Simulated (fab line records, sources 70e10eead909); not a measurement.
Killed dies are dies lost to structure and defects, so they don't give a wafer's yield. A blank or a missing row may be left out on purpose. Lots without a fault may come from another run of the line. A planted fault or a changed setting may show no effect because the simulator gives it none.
A struck lot beside a sound one | flow nand_harc | 15 steps out of a route of 1159
Sound: wafers L824.1, L824.5, L824.6. Struck: wafer L834.3. (L834.4, L834.6 of the same lot were not struck and are left out.) The cause comes at the end.
At each step with rows: each side's tool, then ch and its chambers, then its first start. Under that, the readings that differ: sound wafers | struck wafers | difference of the means | sigmas: that difference in standard deviations of wafers without a fault.
alike: readings whose means differ by less than 2 such deviations, and words and numbers that are the same on both sides. not compared: withheld readings, readings that some wafer has no value for, bounds like >300 that may hide the same value, and numbers for which the record gives no deviation and whose values overlap.
The two part at a step that has a row with sigmas, a row that says differs or no value, or rows on one side only. Numbers that don't overlap but have no deviation are shown without sigmas and don't part them. A reading that every wafer of one side lacks parts them only if that side has two wafers or more.

first, 8 steps without rows for these wafers: NHARC_P_M0_HMDS_02 (time 30 s); NHARC_P_M0_COAT_33 (time 65 s); NHARC_P_M0_COAT_03 (resist thk 90 nm); NHARC_P_M0_SOFTBAKE_04 (time 55 s); NHARC_P_M0_EBR_05; NHARC_P_M0_EXPOSE_06 (exposes mask P M0, target cd 90 nm); NHARC_P_M0_PEB_07 (peb time 65 s); NHARC_P_M0_DEVELOP_08 (develop time 35 s).
NHARC_P_M0_CD_MEAS_09: target cd 90 nm.
  sound on cd_sem-02 ch 0, day 6 16:29; struck on cd_sem-01 ch 0, day 8 09:13
  alike: cd_nm
NHARC_P_M0_OVL_MEAS_10: pitch 180 nm.
  sound on overlay-01, day 6 16:34; struck on overlay-01, day 8 09:18
  reading           | sound          | struck | difference | sigmas
  overlay_x_nm (nm) | -0.8 -0.8 -1.2 | 1.3    | +2.2       | +3
  alike: overlay_y_nm
NHARC_P_M0_INSPECT_11:
  sound on defect_inspect-01, day 6 16:37; struck on defect_inspect-02, day 8 09:20
  reading          | sound | struck | difference | sigmas
  raw_defect_count | 7 9 8 | 3      | -5         | -2
NHARC_P_M0_DESCUM_14: chemistry O2, time 3 s.
  sound on rie_diel-03 ch 2,3, day 6 16:40; struck on rie_diel-03 ch 2, day 8 09:25
  alike: drypump_motor_current_A, oes_product_au, rf_vpp_V, showerhead_plenum_p_Torr, throttle_valve_pct
  not compared: rf_hours_counter_h
NHARC_P_M0_ETCH_34: etches the open film in N2/H2, target depth 40 nm, overetch 12 nm, time 43.94 s.
  sound on rie_diel-03 ch 2,3, day 6 16:46; struck on rie_diel-03 ch 0, day 8 09:33
  reading          | sound          | struck | difference | sigmas
  run_length_s (s) | 65.7 65.4 65.7 | 54.1   | -11.5      | -29
  alike: drypump_motor_current_A, oes_product_au, rf_vpp_V, showerhead_plenum_p_Torr, throttle_valve_pct
  not compared: rf_hours_counter_h
NHARC_P_M0_ETCH_15: etches the open film in C4F8/Ar, target depth 150 nm, overetch 15 nm, time 82.5 s.
  sound on rie_diel-03 ch 0,1,3; struck on rie_diel-03 ch 2
  alike: oes_product_au, rf_vpp_V, run_length_s
  not compared: rf_hours_counter_h
then, 1 step without rows for these wafers: NHARC_END_SORT_01.

WHERE THEY PART
First at NHARC_P_M0_OVL_MEAS_10; last, within this record, at NHARC_P_M0_ETCH_34. Later steps at which nothing parts them and some readings are alike: NHARC_P_M0_ETCH_15.

WHY: what the simulator had put in
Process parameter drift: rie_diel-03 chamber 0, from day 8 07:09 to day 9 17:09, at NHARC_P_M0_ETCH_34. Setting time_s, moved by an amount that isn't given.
